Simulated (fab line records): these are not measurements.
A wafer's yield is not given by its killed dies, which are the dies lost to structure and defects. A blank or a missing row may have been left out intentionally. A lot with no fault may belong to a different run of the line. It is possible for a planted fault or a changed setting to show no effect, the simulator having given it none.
fab line records ; flow nandHarc
record: lots: 6; wafers: 17; lastDay: 33
route steps=1302 shown A_WL_FILL@954
lots that met no fault: taken from a fault-free run of the same line
startH: start of the lot's first displayed wafer, in hours after the record's first day ; waitH: how many hours have passed since the lot's step before this one ; " identical to the entry in the row above ; L1.1+2: a row that stands for several wafers ; - value missing, or start not given ; * or withheld: withheld ; < > ~ a bound
route shown NAME@n: NAME is a module with steps in the file, n the number in the route of the first one ; usual: average and standard deviation across the fault-free wafers ; same: alike in all rows ; chamber/n: place in a boat ; sites: readings site by site ; _std_site: standard deviation across them ; _edge_site: inner sites' mean taken away from outer sites' mean ; radiusMm: for every site, how far away it sits from the centre of the wafer ; mask NAME#n: copy n ; behind: the most recent tool/chamber to have shaped the wafer ; hold: cause of the lot's hold/its duration in hours/its outcome ; device: which transistor (n, p or np) failed to switch ; end of line: tests of these same wafers at the route's end ; step lacking rows: just its recipe ; killed: dies lost to structure and defects at the first sort, not the wafer's yield ; map: the dies of a wafer, with x for killed, . for not killed, _ for no die there
set.NAME: setting as actually run; set.NAME@STEP: the setting as run at that earlier step ; model.NAME: the simulator's own value behind a step, which no gauge read
lots seen at some steps along the route; tables by step, rows by wafer
services: the hour from which a tool's chamber was out of use, counted from the record's first day as startH (under 0 if before that day), plus the number of hours and why
== steps ==
step: NHARC_A_WL_FILL_ALD_02
recipe: targetThkA: 20; pulseTimeS: 3; aldCycles: 100; tempC: 450; material: TiN
usual: heaterPowerW: 1106/110; precursorPulseHeightRel: 1.002/0.019
same: aldCycles: 100
lot.wafer;tool;chamber;startH;waitH;heaterPowerW;precursorPulseHeightRel
L340.4;aldMetal-02;2;458.25;0.2;1137;0.980
L340.2;aldMetal-02;3;458.25;0.2;1045;1.045
L340.6;aldMetal-02;1;458.25;0.2;1125;1.019
L351.1;aldMetal-02;1;552.89;0.3;1153;0.976
L351.4;aldMetal-02;2;552.89;0.3;1104;1.027
L352.1;aldMetal-04;1;579.05;0.2;1039;1.005
L352.2;aldMetal-04;2;579.05;0.2;1238;1.005
L352.6;aldMetal-04;1;579.05;0.2;1052;0.981
L359.1;aldMetal-04;2;645.93;0.2;1246;0.956
L359.4;aldMetal-04;3;645.93;0.2;997;1.013
L359.5;aldMetal-04;3;645.93;0.2;1016;1.008
L358.4;aldMetal-02;2;650.33;0.2;1172;0.962
L358.3;aldMetal-02;3;650.33;0.2;1090;0.980
L358.5;aldMetal-02;1;650.33;0.2;1099;1.041
L360.2;aldMetal-03;0;675.69;0.2;1181;1.007
L360.6;aldMetal-03;3;675.69;0.2;1140;0.992
L360.5;aldMetal-03;0;675.69;0.2;1184;0.996
step: NHARC_A_WL_FILL_CVD_03
recipe: targetThkA: 400; tempC: 300; pressureTorr: 40; wf6FlowSccm: 40; h2FlowSccm: 1600; arFlowSccm: 1560; timeS: 279; material: W
usual: heaterPowerW: 485/66; throttleValvePct: 7.94/0.26
lot.wafer;tool;chamber;startH;waitH;heaterPowerW;throttleValvePct
L340.2;cvdW-02;1;458.61;0.1;467;8.26
L340.4;cvdW-02;1;458.61;0.1;487;8.21
L340.6;cvdW-02;1;458.61;0.1;465;8.17
L351.1;cvdW-01;0;553.30;0.1;385;7.61
L351.4;cvdW-01;1;553.30;0.1;541;7.62
L352.1;cvdW-01;1;579.45;0.1;561;7.98
L352.2;cvdW-01;0;579.45;0.1;383;7.99
L352.6;cvdW-01;1;579.45;0.1;547;7.67
L359.1;cvdW-02;0;646.42;0.1;532;7.92
L359.4;cvdW-02;0;646.42;0.1;524;7.89
L359.5;cvdW-02;1;646.42;0.1;496;8.16
L358.3;cvdW-01;0;650.80;0.2;400;7.94
L358.4;cvdW-01;1;650.80;0.2;555;7.61
L358.5;cvdW-01;1;650.80;0.2;560;7.93
L360.2;cvdW-01;0;676.09;0.1;389;7.83
L360.6;cvdW-01;0;676.09;0.1;389;7.67
L360.5;cvdW-01;1;676.09;0.1;545;7.77
step: NHARC_A_WL_FILL_ETCHBACK_04
recipe: targetDepthA: 600; timeS: 120; chemistry: NF3
step: NHARC_A_WL_FILL_ETCHBACK_05
recipe: targetDepthA: 220; timeS: 60; tempC: 40; chemistry: Cl2/BCl3
usual: drypumpMotorCurrentA: 5.63/0.29; oesProductAu: 0.999/0.0069; runLengthS: 81.2/0.49
lot.wafer;tool;chamber;startH;waitH;drypumpMotorCurrentA;oesProductAu;rfHoursCounterH;runLengthS
L340.2;rieMetal-03;1;459.23;0.2;5.84;0.996;2.7;81.5
L340.4;rieMetal-03;1;459.23;0.2;5.83;0.999;-;81.5
L340.6;rieMetal-03;0;459.23;0.2;6.10;1.000;-;81.4
L351.1;rieMetal-02;1;553.92;0.3;5.63;1.003;2.9;81.8
L351.4;rieMetal-02;1;553.92;0.3;5.63;1.000;-;81.8
L352.2;rieMetal-01;0;580.06;0.2;5.16;0.985;0.3;81.5
L352.1;rieMetal-01;1;580.06;0.2;5.75;0.994;0.1;80.9
L352.6;rieMetal-01;0;580.06;0.2;5.16;0.987;-;81.4
L359.1;rieMetal-03;0;646.98;0.2;6.14;1.003;2.0;80.8
L359.4;rieMetal-03;1;646.98;0.2;5.87;1.003;-;81.4
L359.5;rieMetal-03;1;646.98;0.2;5.84;1.008;-;81.3
L358.3;rieMetal-01;1;651.34;0.2;5.73;0.992;-;81.0
L358.4;rieMetal-01;0;651.34;0.2;5.17;0.993;-;81.1
L358.5;rieMetal-01;1;651.34;0.2;5.72;0.998;-;81.4
L360.2;rieMetal-01;1;676.71;0.2;5.71;0.999;1.6;80.7
L360.6;rieMetal-01;1;676.71;0.2;5.73;0.996;-;80.8
L360.5;rieMetal-01;0;676.71;0.2;5.18;0.997;-;81.1
step: NHARC_A_WL_FILL_STRIP_27
recipe: powerW: 1500; tempC: 250; timeS: 20; chemistry: N2/H2
usual: drypumpMotorCurrentA: 5.9/0.37; heaterPowerW: 304/14
lot.wafer;tool;chamber;startH;waitH;drypumpMotorCurrentA;heaterPowerW;rfHoursCounterH
L340.2;plasmaAsher-01;1;459.38;0.1;6.1;311;29
L340.4;plasmaAsher-01;0;459.38;0.1;5.4;287;-
L340.6;plasmaAsher-01;0;459.38;0.1;5.4;276;-
L351.1;plasmaAsher-01;1;554.10;0.2;6.1;328;11
L351.4;plasmaAsher-01;1;554.10;0.2;6.1;322;-
L352.1;plasmaAsher-01;1;580.20;0.1;6.0;312;17
L352.2;plasmaAsher-01;0;580.20;0.1;5.4;297;17
L352.6;plasmaAsher-01;1;580.20;0.1;6.1;314;-
L359.1;plasmaAsher-01;1;647.14;0.1;6.1;322;31
L359.4;plasmaAsher-01;0;647.14;0.1;5.4;292;-
L359.5;plasmaAsher-01;1;647.14;0.1;6.1;319;-
L358.4;plasmaAsher-01;0;651.50;0.1;5.4;290;-
L358.3;plasmaAsher-01;1;651.50;0.1;6.1;325;-
L358.5;plasmaAsher-01;1;651.50;0.1;6.1;318;-
L360.2;plasmaAsher-02;0;677.03;0.3;6.3;305;16
L360.6;plasmaAsher-02;0;677.03;0.3;6.3;309;-
L360.5;plasmaAsher-02;1;677.03;0.3;6.2;305;-
step: NHARC_A_WL_FILL_STRIP_28
recipe: timeS: 1200; tempC: 72.5; chemistry: postEtchResidueRemover
step: NHARC_A_WL_FILL_PRECLEAN_06
recipe: timeS: 300; chemistry: DIW
step: NHARC_A_WL_FILL_SRD_07
step: NHARC_A_WL_FILL_ANNEAL_08
recipe: tempC: 450; timeS: 1800
step: NHARC_A_WL_FILL_ALD_10
recipe: targetThkA: 500; pulseTimeS: 10; aldCycles: 500; tempC: 300; material: SiO2
step: NHARC_A_WL_FILL_ETCHBACK_16
recipe: targetDepthA: 1200; timeS: 24; c4f8FlowSccm: withheld; o2FlowSccm: 8; arFlowSccm: withheld; rfW: 600; biasW: 800; chemistry: C4F8/O2/Ar
usual: oesProductAu: 0.982/0.028; rfVppV: 724/3.5; runLengthS: 45.2/0.51
lot.wafer;tool;chamber;startH;waitH;oesProductAu;rfHoursCounterH;rfVppV;runLengthS
L340.4;rieDiel-11;0;469.19;-;0.932;2.6;726;44.6
L340.2;rieDiel-11;2;469.19;-;0.933;2.2;725;44.6
L340.6;rieDiel-11;3;469.19;-;0.928;-;731;46.0
L351.4;rieDiel-02;3;567.17;-;1.008;0.2;724;45.3
L351.1;rieDiel-02;0;567.17;-;1.010;0.2;722;26.1
L352.1;rieDiel-02;3;590.29;-;0.968;0.6;725;26.2
L352.2;rieDiel-02;0;590.29;-;0.974;0.8;724;45.2
L352.6;rieDiel-02;2;590.29;-;0.968;-;719;45.1
L359.1;rieDiel-01;2;660.36;-;1.001;4.0;723;46.2
L359.4;rieDiel-01;0;660.36;-;0.993;4.1;727;44.6
L359.5;rieDiel-01;3;660.36;-;0.994;-;719;46.0
L358.3;rieDiel-02;2;660.37;-;0.989;3.4;717;45.0
L358.4;rieDiel-02;1;660.37;-;0.991;3.2;724;45.7
L358.5;rieDiel-02;3;660.37;-;0.989;-;723;45.3
L360.2;rieDiel-01;1;686.62;-;0.999;4.8;718;44.7
L360.5;rieDiel-01;2;686.62;-;0.996;-;723;45.8
L360.6;rieDiel-01;3;686.62;-;1.006;-;719;45.6
step: NHARC_A_WL_FILL_STRIP_29
recipe: timeS: 20; o2FlowSccm: 500; arFlowSccm: 0; biasW: 0; chemistry: O2
usual: drypumpMotorCurrentA: 5.9/0.47; oesProductAu: 1.000/0.0073; rfVppV: 57.8/0.91; showerheadPlenumPTorr: 3.55/0.12; throttleValvePct: 17.036/0.01
lot.wafer;tool;chamber;startH;waitH;drypumpMotorCurrentA;oesProductAu;rfHoursCounterH;rfVppV;showerheadPlenumPTorr;throttleValvePct
L340.2;rieDiel-11;1;469.29;0.1;6.0;0.994;2.6;58.6;3.51;17.036
L340.4;rieDiel-11;2;469.29;0.1;5.8;0.998;2.2;57.8;3.61;17.036
L340.6;rieDiel-11;3;469.29;0.1;5.3;1.005;-;57.9;3.76;17.022
L351.1;rieDiel-02;3;567.26;0.1;6.3;1.009;0.2;57.3;3.57;17.039
L351.4;rieDiel-02;2;567.26;0.1;5.4;1.004;0.2;58.2;3.37;17.033
L352.1;rieDiel-02;2;590.37;0.1;5.4;1.005;0.6;57.3;3.37;17.052
L352.2;rieDiel-02;0;590.37;0.1;6.8;1.017;0.8;58.3;3.50;17.015
L352.6;rieDiel-02;3;590.37;0.1;6.2;0.992;-;57.3;3.57;17.042
L359.1;rieDiel-01;0;660.45;0.1;6.1;1.003;4.2;58.1;3.70;17.028
L359.4;rieDiel-01;3;660.45;0.1;5.6;0.996;3.5;57.4;3.40;17.033
L359.5;rieDiel-01;0;660.45;0.1;6.1;0.987;-;58.3;3.70;17.050
L358.3;rieDiel-02;0;660.47;0.1;6.8;1.001;3.3;58.7;3.50;17.030
L358.4;rieDiel-02;1;660.47;0.1;6.2;0.996;3.2;57.5;3.64;17.042
L358.5;rieDiel-02;0;660.47;0.1;6.8;1.001;-;57.5;3.50;17.033
L360.2;rieDiel-01;3;686.69;0.1;5.6;0.990;4.2;57.3;3.40;17.038
L360.5;rieDiel-01;1;686.69;0.1;5.1;1.003;-;58.1;3.37;17.020
L360.6;rieDiel-01;2;686.69;0.1;5.6;1.002;-;57.0;3.53;17.018
== services ==
tool;chamber;startH;hours;kind
cvdW-01;-;437.43;2.2;repair
cvdW-01;-;443.92;1.1;repair
rieMetal-01;1;455.71;4.8;repair
plasmaAsher-01;-;488.74;5.2;repair
aldMetal-02;-;494.74;2.0;repair
plasmaAsher-01;-;495.75;9.0;pm
rieDiel-02;1;496.66;2.4;repair
rieDiel-02;-;497.31;0.4;repair
rieDiel-02;2;501.78;12.5;repair
aldMetal-02;3;519.48;23.8;repair
cvdW-01;-;523.54;13.0;pm
rieDiel-01;-;533.87;9.0;pm
rieDiel-01;3;545.36;9.9;repair
rieDiel-02;-;546.70;9.0;pm
rieMetal-01;-;551.00;9.0;pm
aldMetal-02;2;556.81;2.7;repair
rieDiel-02;1;592.77;2.6;repair
rieDiel-02;-;600.23;2.8;repair
cvdW-01;1;609.48;10.9;repair
rieMetal-01;1;627.58;4.1;repair
rieDiel-01;3;633.70;3.9;repair
cvdW-01;0;653.28;11.5;repair
rieMetal-01;-;655.85;1.2;repair
plasmaAsher-01;-;672.75;9.0;pm
== key ==
firstSign: step: NHARC_A_WL_FILL_ETCHBACK_16; reading: runLengthS; direction: down; sigmas: 37; usual: *; struck: *
effect none on later readings
metAt NHARC_A_WL_FILL_ETCHBACK_16
struckWafers L351.1,L352.1
laterRowsLeftOut L351.1,L352.1
sortLeftOut L351.1,L352.1
testerLeftOut L351,L352
fault: kind: processParameterDrift; tool: rieDiel-02; chamber: -; onsetH: 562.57; steps: NHARC_A_WL_FILL_ETCHBACK_16; channel: timeS; offset: *; shape: step; endH: 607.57; scope: struckWafersOnly; actsIn: *; stated: *
testerLeftOut: of these lots the tester's yield and bins aren't shown, on N5 and GAA mostly nor the transistor test; their killed dies are dies lost to structure and defects alone, not to doping, threshold or leakage, so they don't give the yield
sortLeftOut: the simulated sort isn't trusted on such a fault, so these wafers' sort isn't shown, and their yield isn't known
laterRowsLeftOut: the simulator's readings of these wafers behind a module that went badly wrong aren't trusted and aren't shown, but for the sort
